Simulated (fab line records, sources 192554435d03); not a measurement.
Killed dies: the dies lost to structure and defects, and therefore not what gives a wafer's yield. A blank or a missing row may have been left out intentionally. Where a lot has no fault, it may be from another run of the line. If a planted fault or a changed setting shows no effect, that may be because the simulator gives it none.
Which of the tools did it? ; flow n5 finfet ; 9 lots, 27 wafers sampled, at 1 step of a route of 1938

## WHAT EACH GAUGE READ, for each wafer
N5_BEOL_M8_INSPECT_13: inspects for defects (brightfield). Usual: raw defect count reads 392 (standard deviation 81).
lot;measured;on;raw defect count;flag
L480;day 11 05:09;defect inspect-01;620 453 479;
L484;day 12 03:41;defect inspect-01;377 465 361;
L486;day 12 22:58;defect inspect-02;461 389 407;
L487;day 13 02:53;defect inspect-01;406 409 403;
L490;day 14 00:26;defect inspect-01;347 291 313;
L489;day 14 05:25;defect inspect-02;345 381 313;
L494;day 15 14:20;defect inspect-01;468 439 602;
L497;day 16 01:46;defect inspect-01;346 287 320;
L500;day 17 00:15;defect inspect-01;256 340 298;

## EACH LOT AND THE TOOL THAT RAN IT (in order: tool; ch and the chambers of the sampled wafers; start)
There is no process step in the record ahead of these readings.

## AS READ BY THE TOOLS THEMSELVES (means over the sampled wafers that have a number; for cases with no such wafer, the mark the record gives instead)
The record holds no such reading with a usual standard deviation.

## THE ANSWER, worked out from the rows above alone
Rule: a lot counts as off when the mean over its wafers that have a number is more than 3 standard deviations away from the usual mean. A lot without any number at a reading at which 4 lots or more have one is off too. The other lots that the step has rows for count as sound. After the gauges, taken in route order, come the tools' own readings; for these a lot's mean is taken, as printed above. The first step at which some lot is off is used, and at that step the reading that is off furthest; a lot without a number counts as furthest.
No lot is off at any reading shown: from this, nothing can be told.

## WHAT WAS PUT IN BY THE SIMULATOR
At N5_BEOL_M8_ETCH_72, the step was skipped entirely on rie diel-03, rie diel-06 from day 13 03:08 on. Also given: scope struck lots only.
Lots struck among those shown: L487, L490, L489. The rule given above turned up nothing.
